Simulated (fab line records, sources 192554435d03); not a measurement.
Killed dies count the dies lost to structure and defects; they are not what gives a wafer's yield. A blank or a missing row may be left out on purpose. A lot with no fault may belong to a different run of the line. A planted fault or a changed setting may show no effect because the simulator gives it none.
Chamber matching	flow n5_finfet	4 sister chambers for N5_BEOL_M8_DESCUM_33 on rie_diel-02
The step chemistry O2, time 7 s. 8 wafers are shown with their chamber, then 7 later ones without.

WAFERS PAIRED WITH THEIR CHAMBERS
wafer	chamber	drypump_motor_current_A (A)	showerhead_plenum_p_Torr (Torr)
L081.1	2	5.9	2.16
L081.2	0	6.4	2.08
L081.5	1	6.6	2.20
L086.1	0	6.3	2.07
L086.2	2	5.9	2.16
L086.3	3	5.7	2.05
L085.2	3	5.8	2.05
L085.4	1	6.6	2.20

WAFERS WHOSE CHAMBER IS MISSING
wafer	drypump_motor_current_A (A)	showerhead_plenum_p_Torr (Torr)
L085.6	5.9	2.16
L094.1	5.7	2.05
L094.3	6.6	2.20
L094.4	5.9	2.16
L097.2	5.7	2.04
L097.3	6.6	2.19
L097.4	5.8	2.04

CHAMBER TAKEN BY EACH
wafer	from the rows above	in truth
L085.6	2	2
L094.1	3	3
L094.3	1	1
L094.4	2	2
L097.2	3	3
L097.3	1	1
L097.4	3	3
Correct placement for 7 of the 7. Not placeable from these rows: 0. 0 placed wrongly.
How it was worked out, from the rows above alone: a wafer's distance from a chamber is the root of the sum, over the readings, of the square of ((its reading less the chamber's mean) divided by the reading's scatter). The wafer belongs to the nearest chamber; if the next one is less than 2 further off, it can't be placed. The mean given for a chamber averages the wafers shown for that chamber. The scatter: take each reading less its chamber's mean, square it, sum over the shown wafers, divide by the number of wafers less the number of chambers, and take the root.
